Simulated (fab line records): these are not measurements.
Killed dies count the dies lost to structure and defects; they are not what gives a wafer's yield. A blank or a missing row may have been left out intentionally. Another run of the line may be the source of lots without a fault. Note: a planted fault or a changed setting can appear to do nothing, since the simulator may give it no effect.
A struck lot beside a sound one | flow n5_finfet | 16 steps out of a route of 1938
Sound: these wafers, L330.1, L330.5, L330.6. Struck: wafers L333.1, L333.3, L333.4. The cause is named last.
Order at every step that has rows: each side's tool, ch and its chambers, its first start. Under that, the readings that differ: sound wafers | struck wafers | difference of the means | sigmas: that difference in standard deviations of wafers without a fault.
alike: a reading whose means differ by less than 2 such deviations, as well as words and numbers matching on both sides. not compared: withheld readings; readings where some wafer has no value; bounds like >300 that might hide an equal value; numbers whose values overlap and for which the record gives no deviation.
Wherever a step has rows on one side only, a row that says differs or no value, or a row with sigmas, the two part there. Numbers that don't overlap but have no deviation are shown without sigmas and don't part them. A reading that every wafer of one side lacks parts them only if that side has two wafers or more.

first, 3 steps without rows for these wafers: N5_HKMG_FIN_ETCH_32 (etches SOC in N2/H2, target depth 240 nm, time 300 s); N5_HKMG_FIN_STRIP_33 (strips in N2/H2); N5_HKMG_FIN_STRIP_34 (strips in CF4).
N5_HKMG_FIN_ETCH_35: etches SOC in N2/H2, target depth 215.8 nm, time 243.4 s.
  sound on rie_diel-01 ch 0,1,3, day 5 14:25; struck on rie_diel-01 ch 0,2,3, day 6 08:31
  reading      | sound             | struck            | difference | sigmas
  rf_vpp_V (V) | 141.9 141.3 142.3 | 140.7 140.7 138.7 | -1.8       | -2
  alike: drypump_motor_current_A, oes_product_au, showerhead_plenum_p_Torr, throttle_valve_pct
  not compared: rf_hours_counter_h
then, 2 steps without rows for these wafers: N5_HKMG_FIN_STRIP_92 (strips SOC in N2/H2, time 20 s); N5_HKMG_FIN_WET_ETCH_18 (etches TiN in SC1, time 55 s, target depth 5.2 nm, rinse time 30 s).
N5_HKMG_FIN_STRIP_19: strips in N2/H2, time 360 s.
  sound on plasma_asher-01 ch 0,1, day 5 14:43; struck on plasma_asher-02 ch 0,1, day 6 08:49
  alike: drypump_motor_current_A, h2_flow_sccm, heater_power_w
  not compared: rf_hours_counter_h
N5_HKMG_FIN_ALD_91: deposits TiN, target thk 1 nm, pulse time 1 s, purge time 3 s.
  sound on ald_metal-03 ch 0,1, day 5 15:05; struck on ald_metal-04 ch 0,1, day 6 09:11
  alike: heater_power_outer_w, heater_power_w, precursor_pulse_height_rel
then, 2 steps without rows for these wafers: N5_HKMG_FIN_COAT_85 (time 60 s, resist thk 300 nm); N5_HKMG_FIN_ETCH_86 (etches SOC in N2/H2, stops on TiN, target depth 393.2 nm).
N5_HKMG_FIN_STRIP_89: strips SOC in N2/H2, time 20 s.
  sound on rie_diel-04 ch 0,3, day 5 15:29; struck on rie_diel-05 ch 1,2,3, day 6 09:35
  reading               | sound          | struck         | difference | sigmas
  oes_product_au (a.u.) | 0.73 0.74 0.69 | 0.90 0.79 0.97 | +0.17      | +2
  alike: bias_power_w, chamber_pressure_mTorr, drypump_motor_current_A, rf_vpp_V, showerhead_plenum_p_Torr, throttle_valve_pct
  not compared: rf_hours_counter_h
then, 1 step without rows for these wafers: N5_HKMG_FIN_WET_ETCH_87 (etches TiN in SC1, time 154.2 s, target depth 4.7 nm, rinse time 30 s).
N5_HKMG_FIN_STRIP_88: strips in N2/H2, time 360 s.
  sound on plasma_asher-02 ch 0,1, day 5 15:41; struck on plasma_asher-01 ch 0,1, day 6 09:47
  no value came back on the struck wafers for drypump_motor_current_A (A), h2_flow_sccm (sccm), heater_power_w (W); on the sound wafers drypump_motor_current_A (A) reads 5.66 5.69 5.85
  not compared: rf_hours_counter_h
N5_HKMG_FIN_NWFM_ALD_20: deposits TiAlC, target thk 2 nm, pulse time 3 s, purge time 2 s.
  sound on ald_metal-04 ch 0,1, day 5 16:04; struck on ald_metal-04 ch 0,1,2, day 6 10:10
  alike: heater_power_outer_w, heater_power_w, precursor_pulse_height_rel
N5_BEOL_M4_RC_MEAS_101:
  the record has rows for the sound wafers here (prober-02 ch 0, day 12 08:58) and none for the struck ones
-- a jump in the record: the struck wafers' starts before and after are 11 days apart (it breaks off in module BEOL_M4 and resumes in module PASSIVATION, where the first step shown is number 1936 of the route) --
N5_PASSIVATION_PROBE_49:
  sound on prober-01, day 17 03:33; struck on prober-02, day 17 08:15
  reading                  | sound          | struck         | difference | sigmas
  defect_limited_yield (%) | 91.6 91.7 92.3 | 1.8 0.8 0.8    | -90.7      | -65
  killed_at_front_end      | 32 47 42       | 1084 1088 1099 | +1050      | +95
  killed_dies              | 99 98 91       | 1159 1171 1170 | +1071      | +63
  killed_on_rim            | 12 9 10        | 152 147 152    | +140       | +36
  sort_bin_5_function (%)  | 4.2 5.4 5.1    | 95.1 95.3 95.3 | +90.3      | +90
  sort_n_pass              | 1081 1057 1089 | 21 9 10        | -1062      | -56
  sort_yield_pct (%)       | 91.6 89.6 92.3 | 1.8 0.8 0.8    | -90.0      | -56
  alike: killed_at_M0_to_M3, killed_at_M4_up, killed_at_contacts, killed_at_other, killed_open, killed_short, sort_bin_4_leakage, sort_bin_6_memory, sort_bin_8_speed

## WHERE THEY PART
Earliest at N5_HKMG_FIN_ETCH_35; latest, in this record, at N5_PASSIVATION_PROBE_49.

WHY: whatever the simulator had introduced
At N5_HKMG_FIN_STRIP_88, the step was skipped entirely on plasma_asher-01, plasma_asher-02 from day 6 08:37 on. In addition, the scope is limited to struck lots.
